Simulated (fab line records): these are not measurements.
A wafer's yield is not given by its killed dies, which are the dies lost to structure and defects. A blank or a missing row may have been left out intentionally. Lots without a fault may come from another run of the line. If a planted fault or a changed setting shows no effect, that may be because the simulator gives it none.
Matching of chambers :: flow nand-harc :: NHARC_P_M2_STRIP_18 on rie-diel-13 has 4 sister chambers
The step strips in N2/H2. 4 wafers are shown with their chamber, then 7 later ones without.

## EACH WAFER AND ITS CHAMBER
wafer: L083.1
chamber: 1
drypump-motor-current-A (A): 6.2

wafer: L088.1
chamber: 2
drypump-motor-current-A (A): 5.4

wafer: L088.6
chamber: 3
drypump-motor-current-A (A): 5.7

wafer: L089.5
chamber: 0
drypump-motor-current-A (A): 5.2

## WAFERS WHOSE CHAMBER IS MISSING
wafer: L089.6
drypump-motor-current-A (A): 5.7

wafer: L090.3
drypump-motor-current-A (A): 5.7

wafer: L090.4
drypump-motor-current-A (A): 5.3

wafer: L090.5
drypump-motor-current-A (A): 5.3

wafer: L092.1
drypump-motor-current-A (A): 5.4

wafer: L092.3
drypump-motor-current-A (A): 5.3

wafer: L092.5
drypump-motor-current-A (A): 5.7

## EACH ONE'S CHAMBER
wafer: L089.6
from the rows above: 3
in truth: 3

wafer: L090.3
from the rows above: 3
in truth: 3

wafer: L090.4
from the rows above: can't be placed: 0 or 2
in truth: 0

wafer: L090.5
from the rows above: can't be placed: 0 or 2
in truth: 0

wafer: L092.1
from the rows above: 2
in truth: 2

wafer: L092.3
from the rows above: can't be placed: 0 or 2
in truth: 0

wafer: L092.5
from the rows above: 3
in truth: 3
Correctly placed: 4 of 7. From these rows, 3 cannot be placed; in 3 the true chamber is one of the candidates. Placed wrongly: 0.
How it was worked out, from the rows above alone: a wafer's distance from a chamber is the root of the sum, over the readings, of the square of ((its reading less the chamber's mean) divided by the reading's scatter). If the next closest chamber is less than 2 further off than the closest, the wafer can't be placed; otherwise it belongs to the closest. A chamber's mean is the mean of its shown wafers. The scatter: with one shown wafer a chamber, the root of the mean of the squares of how far each hidden wafer lies from its nearest shown one.
